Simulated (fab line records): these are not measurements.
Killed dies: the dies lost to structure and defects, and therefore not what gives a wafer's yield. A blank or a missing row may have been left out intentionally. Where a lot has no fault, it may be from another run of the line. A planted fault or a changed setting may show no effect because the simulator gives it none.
Problem report, 8D (eight disciplines) form, completed by code || flow nand_harc || the parts of the form that need people (team, actions taken, sign-off) are left out

== 1. THE ISSUE ==
Wafers without a fault read 52, standard deviation 17; killed_at_array at NHARC_END_SORT_01 reads a mean of 541 on 2 wafers belonging to 2 lots. That is +29 standard deviations from the usual mean.
Seen first at day 32 23:20 on prober-02, wafer L127.4. At this step, 36 wafers from 12 lots have a number in the record. By rule, "out" or "out of limits" means more than 4 standard deviations away from the usual mean. All remaining wafers that have a number are taken as sound.

== 2. WHAT IT IS, WHAT IT ISN'T ==
{"question": "which readings at this step", "is": "killed_at_array, killed_dies", "is not": "killed_at_periphery, killed_open, killed_short"}
{"question": "which lots", "is": "L127, L130", "is not": "L109, L111, L112, L114, L116, L117, L119, L121, L122, L132"}
{"question": "which wafers of those lots", "is": "L127.4, L130.6", "is not": "L127.1, L127.3, L130.2, L130.3"}
{"question": "read on which gauges", "is": "prober-02", "is not": "prober-01"}
{"question": "when", "is": "from day 32 23:20", "is not": "up to then (29 sound wafers); but 5 sound wafers of L130, L132 came after"}

== 3. THE SUSPECTS, EACH WITH WHAT RULES IT OUT ==
Counting: if a tool at a process step up to the reading ran every lot that is out, it stays a suspect. Sound lots after the first of them don't rule it out here, since some wafers of a struck lot are sound.
- the gauge at NHARC_END_SORT_01: ruled out. All the wafers that are out were read on prober-02, but those of them that NHARC_A_STAIRCASE_TRIM_229 has rows for are out there too, on other tools.
- rie_diel-10 at NHARC_A_STAIRCASE_TRIM_229 (chemistry O2, time 211.2 s): kept. It processed each lot that is out (first: L127, day 24 00:23); up to then, its last sound lot is L121 (day 20 10:09). Its own readings are out on those wafers: oes_product_au.
- rie_diel-10 at NHARC_A_STAIRCASE_ETCH_230 (etches the open film in C4F8/O2, target depth 100 nm, time 40.5 s): kept. It processed each lot that is out (first: L127, day 32 20:58); up to then, its last sound lot is L121 (day 28 20:31). NHARC_A_STAIRCASE_ETCH_230: start missing for some lots; hours and lot order therefore follow NHARC_END_SORT_01.
- rie_diel-10 at NHARC_A_STAIRCASE_ETCH_234 (etches the open film in C4F8/O2, target depth 100 nm, time 40.5 s): kept. It processed each lot that is out (first: L127, day 32 20:58); up to then, its last sound lot is L121 (day 28 20:31). NHARC_A_STAIRCASE_ETCH_234: start missing for some lots; hours and lot order therefore follow NHARC_END_SORT_01.
rie_diel-10 at NHARC_A_STAIRCASE_TRIM_229, rie_diel-10 at NHARC_A_STAIRCASE_ETCH_230 and rie_diel-10 at NHARC_A_STAIRCASE_ETCH_234 are what is left after counting.

== 4. THE CAUSE (what the simulator had put in) ==
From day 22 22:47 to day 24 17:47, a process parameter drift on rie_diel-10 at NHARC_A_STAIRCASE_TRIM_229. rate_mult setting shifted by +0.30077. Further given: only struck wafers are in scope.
Of the 3 suspects that counting leaves, this tool is one.

== 5. SEQUENCE OF EFFECTS, ordered by route ==
One row per reading whose mean, taken over the struck wafers that have a number, lies over 3 standard deviations from the usual. Only readings for which the record gives a usual standard deviation are gone through. hours: the time from each lot's start at the first step in this table that gives one to its start at this step, as a median over the lots. sigmas: the change in usual standard deviations.
{"hours": 0, "step": "NHARC_A_STAIRCASE_TRIM_229", "reading": "oes_product_au", "usual": "0.998 a.u.", "on struck wafers": 1.179, "change": "+0.181", "sigmas": "+14"}
{"hours": 213, "step": "NHARC_END_SORT_01", "reading": "killed_at_array", "usual": 52, "on struck wafers": 541, "change": "+489", "sigmas": "+29"}
{"hours": 213, "step": "NHARC_END_SORT_01", "reading": "killed_dies", "usual": 58, "on struck wafers": 550, "change": "+492", "sigmas": "+29"}
Its process steps:
- NHARC_A_STAIRCASE_TRIM_229: chemistry O2, time 211.2 s.

== 6. HOW IT WOULD HAVE BEEN CAUGHT EARLIER ==
In this record the first reading out of limits at a measuring or inspecting step was taken at day 32 23:20, 241 hours after the fault began at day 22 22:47.
Tool's own readings at NHARC_A_STAIRCASE_TRIM_229, oes_product_au: out on all struck wafers the step has rows for; an alarm limit on them would have tripped on the first.
Each of the lots that are out, 2 in all, had begun NHARC_A_STAIRCASE_TRIM_229 on rie_diel-10 no later than day 32 23:20. Holding the tool at that point would not have protected any of them.
